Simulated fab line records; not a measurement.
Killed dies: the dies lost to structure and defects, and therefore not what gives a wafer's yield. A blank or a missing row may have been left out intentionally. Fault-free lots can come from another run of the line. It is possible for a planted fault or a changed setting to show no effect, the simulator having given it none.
Problem report in the 8D (eight disciplines) form, filled by code | flow nand-harc | the parts of the form that need people (team, actions taken, sign-off) are left out

== 1. WHAT IS WRONG ==
killed-dies at NHARC_END_SORT_01 reads a mean of 132 on 1 wafer of 1 lot; wafers without a fault read 64 with a standard deviation of 16. Measured from the usual mean, that is +4.2 standard deviations.
Seen first at day 28 13:11 on prober-02, wafer L758.3. Wafers with a number at this step in the record: 7, from 3 lots. By rule, "out" or "out of limits" means more than 4 standard deviations away from the usual mean. Any other wafer with a number is counted as sound.

== 2. WHAT THIS IS AND IS NOT ==
question                    | is                           | is not
which readings at this step | killed-dies, killed-at-array | killed-at-other, killed-at-periphery, killed-open, killed-short
which lots                  | L758                         | L750, L766
which wafers of those lots  | all that have a number       | -
read on which gauges        | prober-02                    | prober-01
when                        | from day 28 13:11            | up to then (3 sound wafers); but 3 sound wafers of L766 came after

== 3. SUSPECTS, AND WHAT RULES EACH OUT ==
Counting: a tool at a process step up to the reading stays a suspect if it ran every lot that is out and no sound lot after the first of them.
- the gauge at NHARC_END_SORT_01: kept. All the wafers that are out were read on prober-02, and no step on other tools shows them out.
- rie-diel-12 at NHARC_A_STAIRCASE_ETCH_253 (etches the open film in C4F8/O2, target depth 50 nm, time 20.2 s): kept. It ran the lot that is out, L758 (day 20 12:29), and no sound lot after that; its last sound lot up to then is L750 (day 17 03:24).
- wet-bench-05 at NHARC_A_STAIRCASE_PRECLEAN_256 (cleans in SC1): ruled out as a lasting fault. Following L758 (day 20 12:58), the first lot on it that is out, the sound lots L766 were run on it.
- rie-diel-12 at NHARC_A_STAIRCASE_HM_OPEN_457 (chemistry O2/COS): kept. It ran the lot that is out, L758 (day 21 02:38), and no sound lot after that. Because NHARC_A_STAIRCASE_HM_OPEN_457 lacks a start for some lots, the hours and order of its lots are taken from NHARC_A_STAIRCASE_HM_DEP_459.
- rie-diel-12 at NHARC_A_STAIRCASE_ETCH_273 (etches the open film in C4F8/O2/Ar, target depth 10200 nm, time 2468.6 s): kept. It ran the lot that is out, L758 (day 21 02:38), and no sound lot after that. Because NHARC_A_STAIRCASE_ETCH_273 lacks a start for some lots, the hours and order of its lots are taken from NHARC_A_STAIRCASE_HM_DEP_459.
- acl-dep-01 at NHARC_A_STAIRCASE_HM_DEP_459 (deposits aC, target thk 1500 nm): kept. It ran the lot that is out, L758 (day 21 02:38), and no sound lot after that.
- pecvd-02 at NHARC_A_STAIRCASE_DEP_280 (deposits SiON, target thk 30 nm): ruled out as a lasting fault. Following L758 (day 21 04:32), the first lot on it that is out, the sound lots L766 were run on it.
Left after counting: rie-diel-12 at NHARC_A_STAIRCASE_ETCH_253, rie-diel-12 at NHARC_A_STAIRCASE_HM_OPEN_457, rie-diel-12 at NHARC_A_STAIRCASE_ETCH_273, acl-dep-01 at NHARC_A_STAIRCASE_HM_DEP_459, prober-02 at NHARC_END_SORT_01.

== 4. THE CAUSE (what the simulator had put in) ==
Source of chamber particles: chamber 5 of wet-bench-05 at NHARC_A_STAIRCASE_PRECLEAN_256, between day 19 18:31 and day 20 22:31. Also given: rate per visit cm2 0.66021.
It was ruled out by counting, in error; the rule expects a fault to strike all lots run on its tool from its start on, and this fault did not.

== 5. SEQUENCE OF EFFECTS, ordered by route ==
Rows list readings where the struck wafers' mean (over those with a number) sits beyond 3 standard deviations from the usual. Only readings for which the record gives a usual standard deviation are gone through. hours: the time from each lot's start at the first step in this table that gives one to its start at this step, as a median over the lots. sigmas: the change in usual standard deviations.
hours | step              | reading         | usual | on struck wafers | change | sigmas
0     | NHARC_END_SORT_01 | killed-at-array | 59    | 124              | +65    | +4.1
0     | NHARC_END_SORT_01 | killed-dies     | 64    | 132              | +68    | +4.2

== 6. WHAT WOULD HAVE CAUGHT IT SOONER ==
211 hours passed between the start of the fault at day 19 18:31 and the first reading out of limits at a measuring or inspecting step in this record, taken at day 28 13:11.
An alarm limit of 4 standard deviations would not have fired on the tool readings at NHARC_A_STAIRCASE_PRECLEAN_256 for which the record gives a usual standard deviation, since none of them was out on any struck wafer.
